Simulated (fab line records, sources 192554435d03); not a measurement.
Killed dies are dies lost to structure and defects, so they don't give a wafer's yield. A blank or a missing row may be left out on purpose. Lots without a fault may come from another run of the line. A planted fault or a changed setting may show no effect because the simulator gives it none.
Which tool did it? | flow n5_finfet | 24 lots, 72 wafers sampled, at 6 steps of a route of 1938

WHAT THE GAUGES READ, wafer by wafer
N5_BEOL_M10_RS_MEAS_57: measures by four-point-probe. Usual: M10_RS 0.150 ohm/sq, standard deviation 0.0032.
lot  | measured     | on            | M10_RS (ohm/sq)   | flag
L074 | day 9 15:40  | film_metro-01 | 0.148 0.148 0.152 |
L076 | day 10 03:44 | film_metro-02 | 0.147 0.152 0.152 |
L075 | day 10 09:44 | film_metro-02 | 0.152 0.144 0.151 |
L077 | day 11 04:15 | film_metro-01 | 0.149 0.148 0.150 |
L079 | day 11 07:50 | film_metro-01 | 0.152 0.150 0.155 |
L081 | day 11 12:23 | film_metro-01 | 0.153 0.148 0.152 |
L078 | day 11 12:46 | film_metro-01 | 0.145 0.146 0.146 |
L080 | day 11 13:19 | film_metro-01 | 0.149 0.151 0.148 |
L082 | day 11 16:05 | film_metro-01 | 0.152 0.152 0.154 |
L083 | day 12 11:29 | film_metro-02 | 0.146 0.149 0.153 |
L084 | day 12 11:51 | film_metro-01 | 0.147 0.149 0.148 |
L085 | day 12 20:46 | film_metro-01 | 0.149 0.153 0.149 |
L086 | day 13 08:58 | film_metro-01 | 0.151 0.153 0.151 |
L088 | day 13 10:08 | film_metro-02 | 0.152 0.152 0.151 |
L087 | day 13 11:47 | film_metro-02 | 0.149 0.151 0.150 |
L089 | day 14 02:48 | film_metro-02 | 0.150 0.151 0.154 |
L092 | day 14 06:29 | film_metro-02 | 0.154 0.155 0.154 |
L091 | day 14 06:39 | film_metro-02 | 0.157 0.154 0.154 |
L090 | day 14 06:56 | film_metro-01 | 0.149 0.150 0.151 |
L093 | day 14 17:07 | film_metro-02 | 0.149 0.150 0.152 |
L094 | day 15 01:30 | film_metro-02 | 0.153 0.153 0.152 |
L095 | day 15 02:37 | film_metro-01 | 0.152 0.153 0.150 |
L096 | day 16 00:29 | film_metro-02 | 0.151 0.152 0.151 |
L097 | day 16 01:14 | film_metro-02 | 0.149 0.149 0.145 |

N5_BEOL_M11_RS_MEAS_57: measures by four-point-probe. Usual: M11_RS 0.150 ohm/sq, standard deviation 0.0037.
lot  | measured     | on            | M11_RS (ohm/sq)   | flag
L074 | day 10 02:02 | film_metro-01 | 0.149 0.153 0.147 |
L076 | day 10 10:35 | film_metro-02 | 0.148 0.145 0.145 |
L075 | day 10 15:50 | film_metro-01 | 0.147 0.143 0.142 |
L077 | day 11 11:36 | film_metro-01 | 0.147 0.153 0.150 |
L079 | day 11 18:37 | film_metro-01 | 0.146 0.147 0.157 |
L081 | day 11 21:04 | film_metro-01 | 0.146 0.154 0.147 |
L078 | day 11 21:47 | film_metro-01 | 0.148 0.146 0.146 |
L080 | day 11 21:23 | film_metro-01 | 0.149 0.150 0.148 |
L082 | day 12 00:14 | film_metro-02 | 0.157 0.152 0.150 |
L083 | day 12 21:18 | film_metro-02 | 0.151 0.148 0.145 |
L084 | day 12 21:08 | film_metro-01 | 0.150 0.151 0.150 |
L085 | day 13 05:56 | film_metro-02 | 0.153 0.156 0.148 |
L086 | day 13 15:10 | film_metro-02 | 0.156 0.151 0.149 |
L088 | day 13 19:14 | film_metro-02 | 0.147 0.149 0.150 |
L087 | day 13 19:48 | film_metro-01 | 0.157 0.157 0.158 |
L089 | day 14 10:56 | film_metro-01 | 0.157 0.155 0.145 |
L092 | day 14 17:54 | film_metro-01 | 0.151 0.152 0.153 |
L091 | day 14 16:25 | film_metro-01 | 0.151 0.151 0.149 |
L090 | day 14 18:10 | film_metro-02 | 0.149 0.151 0.154 |
L093 | day 15 01:00 | film_metro-01 | 0.150 0.150 0.151 |
L094 | day 15 06:43 | film_metro-02 | 0.148 0.148 0.149 |
L095 | day 15 10:03 | film_metro-02 | 0.144 0.152 0.147 |
L096 | day 16 08:43 | film_metro-02 | 0.142 0.150 0.144 |
L097 | day 16 08:59 | film_metro-02 | 0.155 0.153 0.153 |

N5_BEOL_M11_INSPECT_58: inspects for defects (darkfield). Usual: raw_defect_count 74, standard deviation 27.
lot  | measured     | on                | raw_defect_count | flag
L074 | day 10 02:04 | defect_inspect-02 | 100 98 89        |
L076 | day 10 10:37 | defect_inspect-01 | 85 135 84        |
L075 | day 10 15:52 | defect_inspect-02 | 58 128 69        |
L077 | day 11 11:38 | defect_inspect-02 | 52 57 44         |
L079 | day 11 18:38 | defect_inspect-02 | 52 88 67         |
L081 | day 11 21:05 | defect_inspect-02 | 48 60 73         |
L078 | day 11 21:49 | defect_inspect-02 | 50 42 48         |
L080 | day 11 21:25 | defect_inspect-01 | 84 60 53         |
L082 | day 12 00:16 | defect_inspect-02 | 103 80 97        |
L083 | day 12 21:19 | defect_inspect-01 | 59 149 85        |
L084 | day 12 21:10 | defect_inspect-01 | 47 86 45         |
L085 | day 13 05:57 | defect_inspect-01 | 91 63 82         |
L086 | day 13 15:11 | defect_inspect-02 | 37 89 70         |
L088 | day 13 19:16 | defect_inspect-01 | 94 98 76         |
L087 | day 13 19:50 | defect_inspect-02 | 59 44 49         |
L089 | day 14 10:58 | defect_inspect-02 | 89 86 99         |
L092 | day 14 17:56 | defect_inspect-02 | 48 45 33         |
L091 | day 14 16:26 | defect_inspect-02 | 47 40 43         |
L090 | day 14 18:12 | defect_inspect-01 | 94 110 100       |
L093 | day 15 01:02 | defect_inspect-01 | 65 53 63         |
L094 | day 15 06:44 | defect_inspect-01 | 94 82 53         |
L095 | day 15 10:05 | defect_inspect-02 | 57 36 78         |
L096 | day 16 08:44 | defect_inspect-02 | 61 81 80         |
L097 | day 16 09:01 | defect_inspect-01 | 98 47 111        |

WHICH TOOL RAN EACH LOT (tool, then ch and the chambers of the sampled wafers, then the start)
lot  | N5_BEOL_M10_DEP_56              | N5_BEOL_M11_DEGAS_44         | N5_BEOL_M11_SURFACE_TREAT_76
L074 | pecvd-04 ch 0,2, day 9 15:35    | pvd_sputter-02, day 10 00:08 | pvd_sputter-01, day 10 00:38
L076 | pecvd-02 ch 0,1,2, day 10 03:40 | pvd_sputter-01, day 10 08:11 | pvd_sputter-03, day 10 08:37
L075 | pecvd-04 ch 0,1,2, day 10 09:40 | pvd_sputter-01, day 10 13:59 | pvd_sputter-02, day 10 14:32
L077 | pecvd-01 ch 0,1, day 11 04:10   | pvd_sputter-01, day 11 09:47 | pvd_sputter-03, day 11 10:20
L079 | pecvd-04 ch 0,2, day 11 07:46   | pvd_sputter-02, day 11 14:50 | pvd_sputter-01, day 11 15:20
L081 | pecvd-04 ch 0,1, day 11 12:18   | pvd_sputter-03, day 11 18:17 | pvd_sputter-03, day 11 18:51
L078 | pecvd-04 ch 0,2, day 11 12:41   | pvd_sputter-01, day 11 20:04 | pvd_sputter-01, day 11 20:37
L080 | pecvd-02 ch 0,2, day 11 13:14   | pvd_sputter-03, day 11 18:38 | pvd_sputter-02, day 11 19:02
L082 | pecvd-02 ch 0,1, day 11 16:01   | pvd_sputter-02, day 11 21:02 | pvd_sputter-03, day 11 21:29
L083 | pecvd-01 ch 0,1,2, day 12 11:25 | pvd_sputter-02, day 12 17:57 | pvd_sputter-02, day 12 18:31
L084 | pecvd-02 ch 0,1,2, day 12 11:47 | pvd_sputter-02, day 12 18:02 | pvd_sputter-01, day 12 18:40
L085 | pecvd-01 ch 0,1,2, day 12 20:41 | pvd_sputter-02, day 13 02:23 | pvd_sputter-02, day 13 04:31
L086 | pecvd-04 ch 1,2, day 13 08:54   | pvd_sputter-02, day 13 13:35 | pvd_sputter-03, day 13 14:03
L088 | pecvd-04 ch 0,1,2, day 13 10:03 | pvd_sputter-01, day 13 15:50 | pvd_sputter-01, day 13 17:51
L087 | pecvd-02 ch 1,2, day 13 11:42   | pvd_sputter-02, day 13 18:09 | pvd_sputter-03, day 13 18:37
L089 | pecvd-04 ch 0,2, day 14 02:43   | pvd_sputter-01, day 14 09:14 | pvd_sputter-01, day 14 09:44
L092 | pecvd-02 ch 1,2, day 14 06:25   | pvd_sputter-02, day 14 14:56 | pvd_sputter-01, day 14 15:41
L091 | pecvd-01 ch 1,2, day 14 06:33   | pvd_sputter-02, day 14 14:22 | pvd_sputter-03, day 14 14:46
L090 | pecvd-04 ch 0,1,2, day 14 06:52 | pvd_sputter-01, day 14 16:25 | pvd_sputter-01, day 14 16:59
L093 | pecvd-04 ch 0,1,2, day 14 17:02 | pvd_sputter-01, day 14 22:35 | pvd_sputter-03, day 14 23:01
L094 | pecvd-02 ch 0,2, day 15 01:25   | pvd_sputter-01, day 15 04:56 | pvd_sputter-01, day 15 05:22
L095 | pecvd-04 ch 0,1,2, day 15 02:32 | pvd_sputter-02, day 15 08:17 | pvd_sputter-03, day 15 08:44
L096 | pecvd-02 ch 0,1,2, day 16 00:25 | pvd_sputter-02, day 16 07:10 | pvd_sputter-01, day 16 07:34
L097 | pecvd-01 ch 1,2, day 16 01:09   | pvd_sputter-03, day 16 07:28 | pvd_sputter-03, day 16 07:51
- N5_BEOL_M10_DEP_56: deposits SiCN from 3MS/NH3, target thk 15 nm, time 26.5 s.
- N5_BEOL_M11_DEGAS_44: time 60 s.
- N5_BEOL_M11_SURFACE_TREAT_76

WHAT THE TOOLS THEMSELVES READ (means of the sampled wafers that have a number; where no wafer has one, the mark that the record gives instead)
N5_BEOL_M10_DEP_56. Usual: showerhead_plenum_p_Torr 3.668 Torr, standard deviation 0.012; throttle_valve_pct 9.0 %, standard deviation 0.61.
lot  | tool     | showerhead_plenum_p_Torr (Torr) | throttle_valve_pct (%) | flag
L074 | pecvd-04 | 3.671                           | 8.7                    |
L076 | pecvd-02 | 3.667                           | 9.3                    |
L075 | pecvd-04 | 3.671                           | 8.9                    |
L077 | pecvd-01 | 3.672                           | 9.0                    |
L079 | pecvd-04 | 3.676                           | 8.3                    |
L081 | pecvd-04 | 3.657                           | 9.3                    |
L078 | pecvd-04 | 3.679                           | 8.4                    |
L080 | pecvd-02 | 3.672                           | 9.4                    |
L082 | pecvd-02 | 3.663                           | 9.5                    |
L083 | pecvd-01 | 3.668                           | 8.7                    |
L084 | pecvd-02 | 3.670                           | 9.2                    |
L085 | pecvd-01 | 3.671                           | 8.8                    |
L086 | pecvd-04 | 3.677                           | 8.7                    |
L088 | pecvd-04 | 3.671                           | 9.0                    |
L087 | pecvd-02 | 3.665                           | 9.1                    |
L089 | pecvd-04 | 3.672                           | 8.4                    |
L092 | pecvd-02 | 3.671                           | 9.0                    |
L091 | pecvd-01 | 3.671                           | 8.9                    |
L090 | pecvd-04 | 3.670                           | 8.9                    |
L093 | pecvd-04 | 3.664                           | 9.0                    |
L094 | pecvd-02 | 3.664                           | 9.2                    |
L095 | pecvd-04 | 3.667                           | 8.9                    |
L096 | pecvd-02 | 3.666                           | 9.2                    |
L097 | pecvd-01 | 3.673                           | 8.6                    |

N5_BEOL_M11_DEGAS_44. Usual: heater_power_w 375 W, standard deviation 48.
lot  | tool           | heater_power_w (W) | flag
L074 | pvd_sputter-02 | 422                |
L076 | pvd_sputter-01 | 393                |
L075 | pvd_sputter-01 | 379                |
L077 | pvd_sputter-01 | 389                |
L079 | pvd_sputter-02 | 342                |
L081 | pvd_sputter-03 | 384                |
L078 | pvd_sputter-01 | 395                |
L080 | pvd_sputter-03 | 322                |
L082 | pvd_sputter-02 | 416                |
L083 | pvd_sputter-02 | 345                |
L084 | pvd_sputter-02 | 393                |
L085 | pvd_sputter-02 | 377                |
L086 | pvd_sputter-02 | 379                |
L088 | pvd_sputter-01 | 411                |
L087 | pvd_sputter-02 | 377                |
L089 | pvd_sputter-01 | 358                |
L092 | pvd_sputter-02 | 348                |
L091 | pvd_sputter-02 | 392                |
L090 | pvd_sputter-01 | 355                |
L093 | pvd_sputter-01 | 362                |
L094 | pvd_sputter-01 | 390                |
L095 | pvd_sputter-02 | 426                |
L096 | pvd_sputter-02 | 410                |
L097 | pvd_sputter-03 | 390                |

THE ANSWER, worked out from the rows above alone
Rule: a lot is off if the mean of its wafers that have a number lies more than 3 standard deviations from the usual mean. A lot without any number at a reading at which 4 lots or more have one is off too. The other lots that the step has rows for count as sound. The gauges are gone through in route order, then the tools' own readings, and for those a lot's mean is taken as printed above. The first step at which some lot is off is used, and at that step the reading that is off furthest; a lot without a number counts as furthest.
No lot is off at any reading shown: from this, nothing can be told.

WHAT THE SIMULATOR HAD PUT IN
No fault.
